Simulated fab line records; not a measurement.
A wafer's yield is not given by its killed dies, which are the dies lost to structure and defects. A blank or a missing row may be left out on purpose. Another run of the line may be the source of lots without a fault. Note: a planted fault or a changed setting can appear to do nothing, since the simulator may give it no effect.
Tool commonality check ; flow nand-harc ; Sampled: 8 lots, 24 wafers

## REASON IT WAS OPENED
On 2 of the 8 lots, a flag is raised at NHARC_END_SORT_01 on the reading killed-at-other. Wafers without a fault read 0.8, standard deviation 1.4.
Rule: flag the lot when none of its wafers has a number, or when each of its wafers that has one lies beyond 4 standard deviations from that mean. The rest of the lots are taken to be sound.

lot;measured;on;killed-at-other, wafer by wafer;flag
L472;day 20 14:24;prober-02;0 0 0;
L476;day 20 21:41;prober-01;4 9 7;
L480;day 22 04:15;prober-01;0 2 0;
L481;day 22 09:11;prober-02;0 0 0;
L482;day 22 17:00;prober-02;1 0 0;
L487;day 23 19:26;prober-02;296 322 309;FLAGGED
L486;day 23 19:26;prober-01;306 284 315;FLAGGED
L492;day 24 23:53;prober-01;0 0 1;
Averaged over the flagged lots the numbers come to 305.3, +304.5 from the usual (+99 or more standard deviations).

## WHICH TOOL EACH LOT WENT THROUGH
3 process steps preceding the reading are held in the record, out of 1159 steps in the route. In each cell: the tool, then ch and the chambers that the sampled wafers went through, then the start.
lot;flag;NHARC_THIN_TSV_DESCUM_14;NHARC_THIN_TSV_ETCH_15;NHARC_THIN_TSV_ECD_20
L472;;rie-diel-07 ch 0,2,3, day 19 22:41;rie-si-06 ch 1,2, day 19 23:22;ecd-cu-02 ch 0,1, day 20 02:23
L476;;rie-diel-13 ch 0,2,3, day 20 06:43;rie-si-05 ch 1,2, day 20 07:21;ecd-cu-01 ch 0,1, day 20 10:00
L480;;rie-diel-07 ch 0,3, day 21 11:28;rie-si-04 ch 1,2, day 21 12:07;ecd-cu-01 ch 0,1, day 21 15:13
L481;;rie-diel-09 ch 0,1,2, day 21 12:39;rie-si-06 ch 1,2, day 21 13:19;ecd-cu-02 ch 0,1, day 21 15:49
L482;;rie-diel-09 ch 0,1,3, day 21 19:47;rie-si-06 ch 0,3, day 21 20:25;ecd-cu-01 ch 0,1, day 21 22:59
L487;FLAGGED;rie-diel-07 ch 1,2, day 23 06:13;rie-si-06 ch 1,3, day 23 06:52;ecd-cu-01 ch 0,1, day 23 09:55
L486;FLAGGED;rie-diel-07 ch 1,2,3, day 23 05:01;rie-si-04 ch 0,1, day 23 05:40;ecd-cu-01 ch 0,1, day 23 08:04
L492;;rie-diel-13 ch 0,1,2, day 24 05:42;rie-si-04 ch 0,1,3, day 24 06:21;ecd-cu-02 ch 0,1, day 24 08:49
What the steps here do:
- NHARC_THIN_TSV_DESCUM_14: chemistry O2, time 3 s.
- NHARC_THIN_TSV_ETCH_15: target depth 3000 nm, bosch target overetch cycles 2, bosch etch step 2.8 s.
- NHARC_THIN_TSV_ECD_20: material Cu, target thk 2000 nm.
- NHARC_END_SORT_01

## FLAGGED OVER TOTAL, TOOL BY TOOL (the gauges that took the reading come last)
step;tool;lots run;flagged;share of the flagged lots;sound lots run after its first flagged lot
NHARC_THIN_TSV_DESCUM_14;rie-diel-07;4;2;all;0
NHARC_THIN_TSV_DESCUM_14;rie-diel-09;2;0;none;-
NHARC_THIN_TSV_DESCUM_14;rie-diel-13;2;0;none;-
NHARC_THIN_TSV_ETCH_15;rie-si-04;3;1;some;1 (L492)
NHARC_THIN_TSV_ETCH_15;rie-si-05;1;0;none;-
NHARC_THIN_TSV_ETCH_15;rie-si-06;4;1;some;0
NHARC_THIN_TSV_ECD_20;ecd-cu-01;5;2;all;0
NHARC_THIN_TSV_ECD_20;ecd-cu-02;3;0;none;-
NHARC_END_SORT_01;prober-01;4;1;some;1 (L492)
NHARC_END_SORT_01;prober-02;4;1;some;0

## WHAT THE TABLE PERMITS
Table rows that saw every flagged lot: 2, namely rie-diel-07 at NHARC_THIN_TSV_DESCUM_14 and ecd-cu-01 at NHARC_THIN_TSV_ECD_20.
- rie-diel-07 at NHARC_THIN_TSV_DESCUM_14 ran 4 lots, 2 of them flagged. It ran its last sound lot, L480, at day 21 11:28 and its first flagged lot, L486, at day 23 05:01: a fault with its onset between the two fits.
- ecd-cu-01 at NHARC_THIN_TSV_ECD_20 ran 5 lots, 2 of them flagged. It ran its last sound lot, L482, at day 21 22:59 and its first flagged lot, L486, at day 23 08:04: a fault with its onset between the two fits.
These 2 tools cannot be told apart by counting lots, since each of them fits a fault that started at some hour. More lots, or a look at what each step does to the wafer, might.

## WHAT THE SIMULATOR PUT IN
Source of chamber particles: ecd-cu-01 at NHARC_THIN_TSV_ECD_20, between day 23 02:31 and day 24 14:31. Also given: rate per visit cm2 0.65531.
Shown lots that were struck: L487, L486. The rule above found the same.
